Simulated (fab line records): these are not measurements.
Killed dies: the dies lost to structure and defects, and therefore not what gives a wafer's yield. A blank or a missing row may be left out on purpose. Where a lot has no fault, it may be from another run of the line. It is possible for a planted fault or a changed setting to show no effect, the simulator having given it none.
Split-lot trial / flow n5 finfet / 39 wafers read across 7 lots, on a route 1938 steps long

== THE SPLIT ==
At N5_HKMG_FIN_HK_ALD_01 (deposits HfO2, target thk 1.6 nm, pulse time 3 s, purge time 3 s), the setting ald cycles was moved away from the recipe's 30 on 12 of the 39 wafers read, by -13.3% to +16.7%. All remaining wafers had this setting at the recipe value.

== FROM THE SPLIT TO THE READING: what the file shows between them, 4 steps ==
- N5_HKMG_FIN_HK_ANNEAL_02: time 30 s
- N5_HKMG_FIN_ALD_74: deposits La2O3, target thk 0.5 nm, pulse time 6 s, co reactant pulse time 1 s
- N5_HKMG_FIN_WET_ETCH_82: etches La2O3 in dHCl, stops on HfO2, target depth 2 nm, rinse time 30 s
- N5_HKMG_FIN_ALD_36: deposits TiN, target thk 1 nm, pulse time 1 s, purge time 3 s

== THE READING ==
HK_THK, in nm, at N5_HKMG_FIN_THK_MEAS_70 (measures by xrf). Fault-free wafers of this fab line usually give 1.613 nm, standard deviation 0.015 nm.

wafer=L076.1; tool, chamber at the split=ald hk-01, 1,0,3; ald cycles as run=30; against the recipe=recipe; HK_THK, nm=1.611; against lot-mates on the recipe=-
wafer=L076.2; tool, chamber at the split=ald hk-01, 1,0,3; ald cycles as run=30; against the recipe=recipe; HK_THK, nm=1.599; against lot-mates on the recipe=-
wafer=L076.3; tool, chamber at the split=ald hk-01, 2,3,0; ald cycles as run=27; against the recipe=-10.0%; HK_THK, nm=1.463; against lot-mates on the recipe=-0.137
wafer=L076.4; tool, chamber at the split=ald hk-01, 2,3,0; ald cycles as run=27; against the recipe=-10.0%; HK_THK, nm=1.459; against lot-mates on the recipe=-0.141
wafer=L076.5; tool, chamber at the split=ald hk-01, 2,3,0; ald cycles as run=27; against the recipe=-10.0%; HK_THK, nm=1.443; against lot-mates on the recipe=-0.157
wafer=L076.6; tool, chamber at the split=ald hk-01, 1,0,3; ald cycles as run=30; against the recipe=recipe; HK_THK, nm=1.589; against lot-mates on the recipe=-
wafer=L077.1; tool, chamber at the split=ald hk-01, 2,1,0; ald cycles as run=26; against the recipe=-13.3%; HK_THK, nm=1.401; against lot-mates on the recipe=-0.210
wafer=L077.2; tool, chamber at the split=ald hk-01, 0,3,1; ald cycles as run=30; against the recipe=recipe; HK_THK, nm=1.611; against lot-mates on the recipe=-
wafer=L077.3; tool, chamber at the split=ald hk-01, 0,3,1; ald cycles as run=30; against the recipe=recipe; HK_THK, nm=1.601; against lot-mates on the recipe=-
wafer=L077.4; tool, chamber at the split=ald hk-01, 2,1,0; ald cycles as run=26; against the recipe=-13.3%; HK_THK, nm=1.397; against lot-mates on the recipe=-0.214
wafer=L077.5; tool, chamber at the split=ald hk-01, 0,3,1; ald cycles as run=30; against the recipe=recipe; HK_THK, nm=1.621; against lot-mates on the recipe=-
wafer=L077.6; tool, chamber at the split=ald hk-01, 2,1,0; ald cycles as run=26; against the recipe=-13.3%; HK_THK, nm=1.410; against lot-mates on the recipe=-0.201
wafer=L078.1; tool, chamber at the split=ald hk-01, 3,1,3; ald cycles as run=28; against the recipe=-6.7%; HK_THK, nm=1.488; against lot-mates on the recipe=-0.109
wafer=L078.2; tool, chamber at the split=ald hk-01, 2,0,2; ald cycles as run=30; against the recipe=recipe; HK_THK, nm=1.587; against lot-mates on the recipe=-
wafer=L078.3; tool, chamber at the split=ald hk-01, 3,1,3; ald cycles as run=28; against the recipe=-6.7%; HK_THK, nm=1.486; against lot-mates on the recipe=-0.111
wafer=L078.4; tool, chamber at the split=ald hk-01, 2,0,2; ald cycles as run=30; against the recipe=recipe; HK_THK, nm=1.603; against lot-mates on the recipe=-
wafer=L078.5; tool, chamber at the split=ald hk-01, 3,1,3; ald cycles as run=28; against the recipe=-6.7%; HK_THK, nm=1.502; against lot-mates on the recipe=-0.095
wafer=L078.6; tool, chamber at the split=ald hk-01, 2,0,2; ald cycles as run=30; against the recipe=recipe; HK_THK, nm=1.602; against lot-mates on the recipe=-
wafer=L081.1; tool, chamber at the split=ald hk-03, 3,1,2,0,1,0; ald cycles as run=30; against the recipe=recipe; HK_THK, nm=1.620; against lot-mates on the recipe=-
wafer=L081.2; tool, chamber at the split=ald hk-03, 3,1,2,0,1,0; ald cycles as run=30; against the recipe=recipe; HK_THK, nm=1.631; against lot-mates on the recipe=-
wafer=L081.3; tool, chamber at the split=ald hk-03, 3,1,2,0,1,0; ald cycles as run=30; against the recipe=recipe; HK_THK, nm=1.614; against lot-mates on the recipe=-
wafer=L081.4; tool, chamber at the split=ald hk-03, 3,1,2,0,1,0; ald cycles as run=30; against the recipe=recipe; HK_THK, nm=1.604; against lot-mates on the recipe=-
wafer=L081.5; tool, chamber at the split=ald hk-03, 3,1,2,0,1,0; ald cycles as run=30; against the recipe=recipe; HK_THK, nm=1.618; against lot-mates on the recipe=-
wafer=L081.6; tool, chamber at the split=ald hk-03, 3,1,2,0,1,0; ald cycles as run=30; against the recipe=recipe; HK_THK, nm=1.630; against lot-mates on the recipe=-
wafer=L082.3; tool, chamber at the split=ald hk-01, 0,1,0; ald cycles as run=30; against the recipe=recipe; HK_THK, nm=1.641; against lot-mates on the recipe=-
wafer=L082.4; tool, chamber at the split=ald hk-01, 0,1,0; ald cycles as run=30; against the recipe=recipe; HK_THK, nm=1.630; against lot-mates on the recipe=-
wafer=L082.6; tool, chamber at the split=ald hk-01, 0,1,0; ald cycles as run=30; against the recipe=recipe; HK_THK, nm=1.612; against lot-mates on the recipe=-
wafer=L090.1; tool, chamber at the split=ald hk-03, 3,1,2; ald cycles as run=30; against the recipe=recipe; HK_THK, nm=1.617; against lot-mates on the recipe=-
wafer=L090.2; tool, chamber at the split=ald hk-03, 3,1,2; ald cycles as run=30; against the recipe=recipe; HK_THK, nm=1.613; against lot-mates on the recipe=-
wafer=L090.3; tool, chamber at the split=ald hk-03, 0,1,2; ald cycles as run=35; against the recipe=+16.7%; HK_THK, nm=1.886; against lot-mates on the recipe=+0.276
wafer=L090.4; tool, chamber at the split=ald hk-03, 3,1,2; ald cycles as run=30; against the recipe=recipe; HK_THK, nm=1.600; against lot-mates on the recipe=-
wafer=L090.5; tool, chamber at the split=ald hk-03, 0,1,2; ald cycles as run=35; against the recipe=+16.7%; HK_THK, nm=1.896; against lot-mates on the recipe=+0.286
wafer=L090.6; tool, chamber at the split=ald hk-03, 0,1,2; ald cycles as run=35; against the recipe=+16.7%; HK_THK, nm=1.885; against lot-mates on the recipe=+0.275
wafer=L094.1; tool, chamber at the split=ald hk-03, 2,0,3,1,0,3; ald cycles as run=30; against the recipe=recipe; HK_THK, nm=1.639; against lot-mates on the recipe=-
wafer=L094.2; tool, chamber at the split=ald hk-03, 2,0,3,1,0,3; ald cycles as run=30; against the recipe=recipe; HK_THK, nm=1.632; against lot-mates on the recipe=-
wafer=L094.3; tool, chamber at the split=ald hk-03, 2,0,3,1,0,3; ald cycles as run=30; against the recipe=recipe; HK_THK, nm=1.621; against lot-mates on the recipe=-
wafer=L094.4; tool, chamber at the split=ald hk-03, 2,0,3,1,0,3; ald cycles as run=30; against the recipe=recipe; HK_THK, nm=1.622; against lot-mates on the recipe=-
wafer=L094.5; tool, chamber at the split=ald hk-03, 2,0,3,1,0,3; ald cycles as run=30; against the recipe=recipe; HK_THK, nm=1.624; against lot-mates on the recipe=-
wafer=L094.6; tool, chamber at the split=ald hk-03, 2,0,3,1,0,3; ald cycles as run=30; against the recipe=recipe; HK_THK, nm=1.639; against lot-mates on the recipe=-
If several chambers appear in one row, that row covers several wafers at once and the file leaves open which wafer was in which chamber.

THE FIT
A straight line over all 39 wafers: HK_THK changes by +0.0164 nm for each +1% of ald cycles; r = +0.99; the points scatter about the line by 0.014 nm.
The same after taking each lot's own level away (the mean of its wafers on the recipe; 39 wafers): +0.016 nm for each +1%; r = +1.00; scatter 0.0098 nm.
Per that fit: largest ald cycles move, reading shift of 0.27 nm.
Measured against the standard deviation above, the lots' own levels, which go from 1.5973 to 1.6295 nm, span 2.1 times it.
The two slopes are in agreement: the lot-to-lot level therefore moves the slope only a little.
Check: with one of the wafers moved furthest among these (+16.7%) left out of the fit, the line predicts +0.268 nm for it against its lot-mates. Against them it came out at +0.276 nm.

== THE OTHER SPLITS THESE WAFERS WENT THROUGH ==
These wafers also went through other splits before the reading. Each is held against what the fit with the lots' levels taken away leaves over:
other split on the same wafers=N5_FIN_SAQP_MANDREL_ETCH_22 target depth a; wafers away from the commonest value=9; r with HK_THK (lot level and that fit taken away)=+0.01
other split on the same wafers=N5_DUMMY_GATE_EXPOSE_12 dose mj; wafers away from the commonest value=15; r with HK_THK (lot level and that fit taken away)=+0.04
other split on the same wafers=N5_DUMMY_GATE_ETCH_32 time s; wafers away from the commonest value=18; r with HK_THK (lot level and that fit taken away)=+0.14

== THE FILE'S OWN FIT ==
HK_THK changes by +0.016 nm for each +1% of ald cycles, r = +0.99.
